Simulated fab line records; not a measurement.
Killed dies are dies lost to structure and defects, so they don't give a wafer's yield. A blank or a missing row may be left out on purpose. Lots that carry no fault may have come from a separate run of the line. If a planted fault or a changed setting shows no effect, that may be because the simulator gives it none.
fab line records | flow nand-harc
record lots=12 | wafers=36 | last-day=25
route steps=1159 shown P_M0@265 P_M1@299 END@1159
lots that met no fault: taken from a fault-free run of the same line
start-h: the number of hours between the record's first day and the start of the first shown wafer of the lot | wait-h: how many hours have passed since the lot's step before this one | " same as the row above | L1.1+2: one row covering several wafers at once | - no value, or no start was given | * or withheld: withheld | < > ~ a bound
route shown NAME@n: NAME is a module with steps in the file, n the number in the route of the first one | usual: average and standard deviation across the fault-free wafers | same: alike in all rows | chamber/n: place in a boat | sites: readings site by site | _std_site: their standard deviation | _edge_site: inner sites' mean taken away from outer sites' mean | radius-mm: how far each site lies from the wafer's centre | mask NAME#n: copy n | behind: the most recent tool/chamber to have shaped the wafer | hold: why the lot went on hold/how many hours it stayed there/how the hold came to an end | device: which transistor (n, p or np) failed to switch | end of line: tests of these same wafers at the route's end | a step with no rows: only its recipe | killed: the dies lost at the first sort to structure and to defects; this is not the yield of the wafer | map: a wafer's dies, marking killed ones x, the rest . and places with no die _
set.NAME: the run value of the setting; set.NAME@STEP: its run value at that earlier step | model.NAME: the simulator's own value behind a step, which no gauge read
a sample of lots followed through the steps of the route, with each step as a table and each wafer as a row
services: from which hour (start-h, from the record's first day; less than 0 if before it) a tool's chamber was out of use, for how many hours, and why
## steps
# step NHARC_P_M0_INSPECT_11
# usual raw-defect-count=4.0/2.2
lot.wafer | tool              | chamber | start-h | wait-h | raw-defect-count
L335.2    | defect-inspect-02 | -       | 115.99  | 0.0    | 3
L335.3    | "                 | -       | "       | "      | 4
L335.4    | "                 | -       | "       | "      | 6
L336.1    | defect-inspect-02 | -       | 131.88  | 0.0    | 4
L336.3    | "                 | -       | "       | "      | 1
L336.4    | "                 | -       | "       | "      | 6
L338.1    | defect-inspect-01 | -       | 134.44  | 0.0    | 5
L338.3    | "                 | -       | "       | "      | 3
L338.5    | "                 | -       | "       | "      | 4
L339.2    | defect-inspect-02 | -       | 141.36  | 0.0    | 1
L339.5    | "                 | -       | "       | "      | 3
L339.6    | "                 | -       | "       | "      | 2
L341.2    | defect-inspect-02 | -       | 142.78  | 0.0    | 4
L341.5    | "                 | -       | "       | "      | 4
L341.6    | "                 | -       | "       | "      | 2
L342.2    | defect-inspect-01 | -       | 163.70  | 0.0    | 4
L342.5    | "                 | -       | "       | "      | 3
L342.6    | "                 | -       | "       | "      | 2
L349.2    | defect-inspect-02 | -       | 213.15  | 0.0    | 3
L349.5    | "                 | -       | "       | "      | 1
L349.6    | "                 | -       | "       | "      | 4
L350.3    | defect-inspect-01 | -       | 214.12  | 0.0    | 5
L350.4    | "                 | -       | "       | "      | 1
L350.5    | "                 | -       | "       | "      | 5
L351.1    | defect-inspect-02 | -       | 218.96  | 0.0    | 4
L351.3    | "                 | -       | "       | "      | 2
L351.4    | "                 | -       | "       | "      | 3
L352.2    | defect-inspect-01 | -       | 222.06  | 0.0    | 4
L352.3    | "                 | -       | "       | "      | 3
L352.4    | "                 | -       | "       | "      | 2
L354.2    | defect-inspect-01 | -       | 228.28  | 0.0    | 3
L354.4    | "                 | -       | "       | "      | 6
L354.5    | "                 | -       | "       | "      | 2
L357.1    | defect-inspect-01 | -       | 244.17  | 0.0    | 9
L357.3    | "                 | -       | "       | "      | 11
L357.5    | "                 | -       | "       | "      | 6
# step NHARC_P_M0_DEGAS_28
# recipe temp-c=250 | time-s=60
# usual heater-power-w=334/37
lot.wafer | tool           | chamber | start-h | wait-h | heater-power-w
L335.2    | pvd-sputter-03 | -       | 117.05  | -      | 317
L335.4    | "              | -       | "       | "      | 339
L335.3    | "              | -       | "       | "      | 316
L336.3    | pvd-sputter-03 | -       | 132.86  | -      | 300
L336.4    | "              | -       | "       | "      | 320
L336.1    | "              | -       | "       | "      | 390
L338.3    | pvd-sputter-02 | -       | 135.44  | -      | 312
L338.1    | "              | -       | "       | "      | 317
L338.5    | "              | -       | "       | "      | 323
L339.2    | pvd-sputter-03 | -       | 142.34  | -      | 332
L339.5    | "              | -       | "       | "      | 328
L339.6    | "              | -       | "       | "      | 322
L341.2    | pvd-sputter-03 | -       | 143.81  | -      | 323
L341.5    | "              | -       | "       | "      | 314
L341.6    | "              | -       | "       | "      | 328
L342.2    | pvd-sputter-03 | -       | 164.75  | -      | 309
L342.5    | "              | -       | "       | "      | 321
L342.6    | "              | -       | "       | "      | 385
L349.2    | pvd-sputter-01 | -       | 214.13  | -      | 343
L349.5    | "              | -       | "       | "      | 365
L349.6    | "              | -       | "       | "      | 334
L350.4    | pvd-sputter-01 | -       | 215.14  | -      | 325
L350.3    | "              | -       | "       | "      | 356
L350.5    | "              | -       | "       | "      | 266
L351.4    | pvd-sputter-01 | -       | 219.94  | -      | 366
L351.1    | "              | -       | "       | "      | 334
L351.3    | "              | -       | "       | "      | 267
L352.3    | pvd-sputter-01 | -       | 223.05  | -      | 366
L352.2    | "              | -       | "       | "      | 329
L352.4    | "              | -       | "       | "      | 260
L354.4    | pvd-sputter-02 | -       | 229.32  | -      | 294
L354.2    | "              | -       | "       | "      | 391
L354.5    | "              | -       | "       | "      | 302
L357.1    | pvd-sputter-03 | -       | 245.31  | -      | 382
L357.3    | "              | -       | "       | "      | 312
L357.5    | "              | -       | "       | "      | 313
# step NHARC_P_M1_ETCH_35
# recipe target-depth-a=400 | overetch-a=120 | time-s=43.94 | ion-energy-ev=200 | n2-flow-sccm=150 | h2-flow-sccm=150 | ar-flow-sccm=0 | rf-w=400 | bias-w=150 | chemistry=N2/H2
# usual bias-w=150.0/0.41 | drypump-motor-current-A=5.6/0.52 | n2-flow-sccm=150.0/0.45 | oes-product-au=1.006/0.0079 | rf-vpp-V=432.8/2.1 | run-length-s=65.1/0.4 | showerhead-plenum-p-Torr=2.12/0.075 | throttle-valve-pct=14.172/0.0091
lot.wafer | tool        | chamber | start-h | wait-h | bias-w | drypump-motor-current-A | n2-flow-sccm | oes-product-au | rf-hours-counter-h | rf-vpp-V | run-length-s | showerhead-plenum-p-Torr | throttle-valve-pct
L335.3    | rie-diel-13 | 3       | 120.42  | 0.1    | 149.5  | 5.3                     | 149.5        | 1.002          | 0.4                | 431.8    | 64.6         | 2.08                     | 14.169
L335.4    | "           | 0       | "       | "      | 149.9  | 5.3                     | 149.6        | 1.008          | 0.4                | 426.4    | 64.6         | 1.91                     | 14.175
L335.2    | "           | 1       | "       | "      | 149.3  | 6.5                     | 150.5        | 0.997          | 0.4                | 432.7    | 65.7         | 2.10                     | 14.177
L336.3    | rie-diel-04 | 0       | 136.41  | 0.1    | 150.7  | 5.6                     | 149.5        | 1.014          | 1.1                | 435.0    | 64.6         | 2.20                     | 14.173
L336.4    | "           | 1       | "       | "      | 149.6  | 6.2                     | 150.2        | 1.003          | 1.2                | 433.2    | 65.7         | 2.15                     | 14.162
L336.1    | "           | 3       | "       | "      | 149.3  | 5.0                     | 150.0        | 1.003          | 1.2                | 430.8    | 65.5         | 2.02                     | 14.174
L338.1    | rie-diel-13 | 0       | 138.95  | 0.1    | 150.1  | 5.3                     | 149.4        | 1.012          | 0.7                | 428.7    | 64.6         | 1.91                     | 14.180
L338.3    | "           | 3       | "       | "      | 149.2  | 5.3                     | 150.0        | 1.016          | 0.6                | 430.1    | 65.3         | 2.08                     | 14.170
L338.5    | "           | 0       | "       | "      | 150.1  | 5.3                     | 149.6        | 1.019          | -                  | 427.6    | 64.4         | 1.91                     | 14.167
L339.2    | rie-diel-13 | 3       | 145.49  | 0.1    | 149.6  | 5.2                     | 150.4        | 1.005          | 1.0                | 433.4    | 64.9         | 2.08                     | 14.171
L339.6    | "           | 1       | "       | "      | 150.2  | 6.5                     | 150.2        | 0.999          | -                  | 432.2    | 65.7         | 2.10                     | 14.160
L339.5    | "           | 2       | "       | "      | 150.4  | 5.3                     | 150.2        | 1.004          | -                  | 432.5    | 64.9         | 2.16                     | 14.162
L341.2    | rie-diel-08 | 2       | 147.14  | 0.1    | 149.4  | 6.4                     | 150.3        | 1.018          | 1.4                | 432.8    | 65.6         | 2.12                     | 14.169
L341.5    | "           | 3       | "       | "      | 150.3  | 5.3                     | 150.7        | 1.005          | -                  | 433.5    | 65.4         | 2.19                     | 14.181
L341.6    | "           | 0       | "       | "      | 149.5  | 4.8                     | 149.8        | 1.015          | -                  | 433.0    | 64.5         | 2.18                     | 14.178
L342.2    | rie-diel-04 | 3       | 167.96  | 0.1    | 149.8  | 5.0                     | 149.3        | 1.001          | 4.3                | 430.8    | 65.6         | 2.02                     | 14.178
L342.5    | "           | 3       | "       | "      | 150.1  | 5.0                     | 149.5        | 1.001          | -                  | 431.1    | 65.3         | 2.02                     | 14.173
L342.6    | "           | 0       | "       | "      | 149.5  | 5.6                     | 150.8        | 1.011          | -                  | 434.0    | 64.6         | 2.20                     | 14.166
L349.2    | rie-diel-08 | 0       | 217.74  | 0.1    | 150.3  | 4.8                     | 150.7        | 1.018          | 6.3                | 434.6    | 64.9         | 2.18                     | 14.173
L349.5    | "           | 1       | "       | "      | 150.1  | 5.6                     | 149.5        | 1.017          | -                  | 431.4    | 65.2         | 2.10                     | 14.155
L349.6    | "           | 2       | "       | "      | 150.2  | 6.4                     | 151.1        | 1.006          | -                  | 432.7    | 65.7         | 2.12                     | 14.178
L350.4    | rie-diel-04 | 1       | 218.49  | 0.1    | 149.6  | 6.1                     | 149.8        | 1.004          | 6.7                | 432.2    | 65.7         | 2.15                     | 14.164
L350.3    | "           | 2       | "       | "      | 150.3  | 5.7                     | 149.9        | 0.995          | 7.5                | 435.7    | 64.9         | 2.19                     | 14.166
L350.5    | "           | 0       | "       | "      | -      | 5.6                     | 150.1        | 1.022          | -                  | 435.7    | 50.1         | 2.19                     | 14.179
L351.3    | rie-diel-04 | 0       | 223.18  | 0.1    | -      | 5.6                     | 150.2        | 1.006          | 6.5                | 433.7    | 49.9         | 2.19                     | 14.176
L351.4    | "           | 1       | "       | "      | 150.3  | 6.2                     | 150.2        | 1.001          | 6.8                | 432.8    | 65.7         | 2.15                     | 14.171
L351.1    | "           | 2       | "       | "      | 150.1  | 5.7                     | 149.4        | 0.995          | 7.6                | 434.6    | 65.2         | 2.19                     | 14.186
L352.3    | rie-diel-08 | 3       | 226.26  | 0.1    | 150.5  | 5.3                     | 149.8        | 0.999          | 7.0                | 435.3    | 65.2         | 2.19                     | 14.174
L352.2    | "           | 1       | "       | "      | 150.5  | 5.7                     | 150.4        | 0.995          | 7.9                | 433.1    | 65.1         | 2.10                     | 14.182
L352.4    | "           | 2       | "       | "      | 149.5  | 6.4                     | 149.9        | 1.016          | 7.2                | 431.7    | 65.4         | 2.12                     | 14.169
L354.2    | rie-diel-13 | 2       | 232.98  | 0.1    | 150.6  | 5.3                     | 149.8        | 1.000          | 3.4                | 435.8    | 64.9         | 2.16                     | 14.177
L354.4    | "           | 0       | "       | "      | 150.3  | 5.3                     | 149.6        | 1.021          | -                  | 425.9    | 65.0         | 1.91                     | 14.188
L354.5    | "           | 0       | "       | "      | 150.7  | 5.3                     | 150.3        | 1.012          | -                  | 426.2    | 64.6         | 1.91                     | 14.172
L357.1    | rie-diel-13 | 2       | 248.83  | 0.1    | 149.8  | 5.3                     | 149.9        | 1.000          | 3.9                | 435.2    | 64.9         | 2.16                     | 14.173
L357.3    | "           | 3       | "       | "      | 150.4  | 5.3                     | 150.0        | 0.997          | 3.1                | 431.2    | 65.3         | 2.08                     | 14.168
L357.5    | "           | 3       | "       | "      | 149.8  | 5.3                     | 150.3        | 0.989          | -                  | 432.8    | 65.2         | 2.08                     | 14.163
# step NHARC_P_M1_PRE_CLEAN_30
# recipe time-s=30 | temp-c=280 | gas=H2/He
# usual heater-power-w=410/47
lot.wafer | tool           | chamber | start-h | wait-h | heater-power-w
L335.2    | pvd-sputter-01 | -       | -       | -      | 406
L335.4    | "              | -       | "       | "      | 452
L335.3    | "              | -       | "       | "      | 451
L336.3    | pvd-sputter-01 | -       | -       | -      | 444
L336.1    | "              | -       | "       | "      | 461
L336.4    | "              | -       | "       | "      | 405
L338.3    | pvd-sputter-02 | -       | -       | -      | 397
L338.1    | "              | -       | "       | "      | 391
L338.5    | "              | -       | "       | "      | 390
L339.2    | pvd-sputter-03 | -       | -       | -      | 387
L339.5    | "              | -       | "       | "      | 409
L339.6    | "              | -       | "       | "      | 400
L341.2    | pvd-sputter-03 | -       | -       | -      | 401
L341.5    | "              | -       | "       | "      | 476
L341.6    | "              | -       | "       | "      | 389
L342.2    | pvd-sputter-01 | -       | -       | -      | 451
L342.6    | "              | -       | "       | "      | 446
L342.5    | "              | -       | "       | "      | 406
L349.2    | pvd-sputter-03 | -       | -       | -      | 389
L349.6    | "              | -       | "       | "      | 377
L349.5    | "              | -       | "       | "      | 396
L350.4    | pvd-sputter-03 | -       | -       | -      | 379
L350.3    | "              | -       | "       | "      | 392
L350.5    | "              | -       | "       | "      | 377
L351.1    | pvd-sputter-03 | -       | -       | -      | 484
L351.3    | "              | -       | "       | "      | 389
L351.4    | "              | -       | "       | "      | 396
L352.3    | pvd-sputter-01 | -       | -       | -      | 321
L352.4    | "              | -       | "       | "      | 438
L352.2    | "              | -       | "       | "      | 406
L354.2    | pvd-sputter-03 | -       | -       | -      | 476
L354.4    | "              | -       | "       | "      | 394
L354.5    | "              | -       | "       | "      | 478
L357.3    | pvd-sputter-02 | -       | -       | -      | 372
L357.1    | "              | -       | "       | "      | 363
L357.5    | "              | -       | "       | "      | 479
# step NHARC_END_SORT_01
# recipe temp-c=25
# usual defect-limited-yield=95.4/1.8 | killed-at-array=28/11 | killed-at-other=0.7/0.88 | killed-at-periphery=3.1/2.2 | killed-dies=31/12 | killed-open=3.3/2 | killed-short=2.0/1.6 | sort_bin_2_pct=1.5/0.73 | sort_bin_3_pct=0.27/0.22 | sort_bin_4_pct=2.9/1.1 | sort-n-pass=646/12 | sort-rim-yield-pct=93/3.9 | sort-yield-pct=95.4/1.8
# same gross-dies=677 | sort_bin_5_pct[%]=0 | sort_bin_6_pct[%]=0 | sort_bin_7_pct[%]=0 | sort_bin_8_pct[%]=0 | sort-rim-n-gross=106.00
lot.wafer | tool      | chamber | start-h | wait-h | defect-limited-yield[%] | killed-at-array | killed-at-other | killed-at-periphery | killed-dies | killed-open | killed-short | sort_bin_2_pct[%] | sort_bin_3_pct[%] | sort_bin_4_pct[%] | sort-n-pass | sort-rim-yield-pct[%] | sort-yield-pct[%]
L350.5    | prober-02 | 0       | 547.26  | 3.7    | 97.8                    | 11              | 0               | 4                   | 15          | 1           | 1            | 0.7               | 0.30              | 1.2               | 662         | 98                    | 97.8
L351.3    | prober-01 | 0       | 571.68  | 3.1    | 92.6                    | 43              | 0               | 7                   | 50          | 6           | 2            | 2.2               | 0.59              | 4.6               | 627         | 90                    | 92.6
# killed by level:class
L350.5 A_CONTACT:chamber-film-flake=5 A_CHANNEL_HOLE_D1:chamber-film-flake=2 P_M0:geometric-particle:open=1 A_M0:geometric-particle:short=1 P_ZERO_WELL:chamber-film-flake=1 P_M0:chamber-film-flake=1 A_ZERO_WELL:chamber-film-flake=1 A_CHANNEL_FILL_D1:chamber-film-flake=1
L351.3 A_CHANNEL_HOLE_D1:chamber-film-flake=15 A_SLIT:chamber-film-flake=12 A_STAIRCASE:chamber-film-flake=4 A_WL_FILL:chamber-film-flake=4 A_CONTACT:geometric-particle:open=3 P_M1:area-etch=3 P_M0:geometric-particle:open=2 A_CHANNEL_FILL_D1:geometric-particle:open=1
## services
tool           | chamber | start-h | hours | kind
rie-diel-13    | -       | 99.00   | 9.0   | pm
rie-diel-13    | 0       | 99.00   | 9.0   | vent-cycle
rie-diel-13    | 1       | 99.00   | 9.0   | vent-cycle
rie-diel-13    | 2       | 99.00   | 11.3  | vent-cycle
rie-diel-13    | 3       | 99.00   | 9.0   | vent-cycle
pvd-sputter-01 | -       | 99.53   | 1.9   | repair
pvd-sputter-03 | -       | 102.04  | 10.0  | pm
rie-diel-13    | 0       | 108.00  | -     | clean
rie-diel-13    | 1       | 108.00  | -     | clean
rie-diel-13    | 3       | 108.00  | -     | clean
rie-diel-04    | 3       | 108.76  | 5.7   | repair
rie-diel-04    | -       | 112.05  | 9.0   | pm
pvd-sputter-01 | -       | 115.44  | 0.8   | repair
rie-diel-08    | -       | 124.86  | 9.0   | pm
pvd-sputter-03 | -       | 125.88  | 5.1   | repair
rie-diel-04    | 0       | 126.60  | 3.2   | repair
rie-diel-04    | 2       | 149.06  | 1.9   | repair
pvd-sputter-01 | -       | 158.01  | 10.0  | pm
pvd-sputter-03 | -       | 198.68  | 17.0  | repair
pvd-sputter-02 | -       | 214.00  | 10.0  | pm
rie-diel-13    | 1       | 219.17  | 28.8  | repair
rie-diel-13    | 3       | 224.05  | 9.2   | repair
rie-diel-13    | 0       | 224.48  | 4.3   | repair
pvd-sputter-02 | -       | 229.81  | 2.5   | repair
## key
first-sign step=NHARC_P_M1_ETCH_35 | reading=run-length-s | direction=down | sigmas=38 | usual=* | struck=*
effect none on later readings
met-at NHARC_P_M1_ETCH_35
struck-lots L350,L351
struck-wafers L350.5,L351.3
not-acting-at NHARC_P_M0_INSPECT_11,NHARC_P_M0_DEGAS_28,NHARC_P_M1_PRE_CLEAN_30
onset-between 167.96 218.49
fault kind=process-parameter-drift | tool=rie-diel-04 | chamber=0 | onset-h=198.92 | steps=NHARC_P_M1_ETCH_35 | channel=time-s | offset=* | shape=step | end-h=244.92 | acts-in=* | stated=*
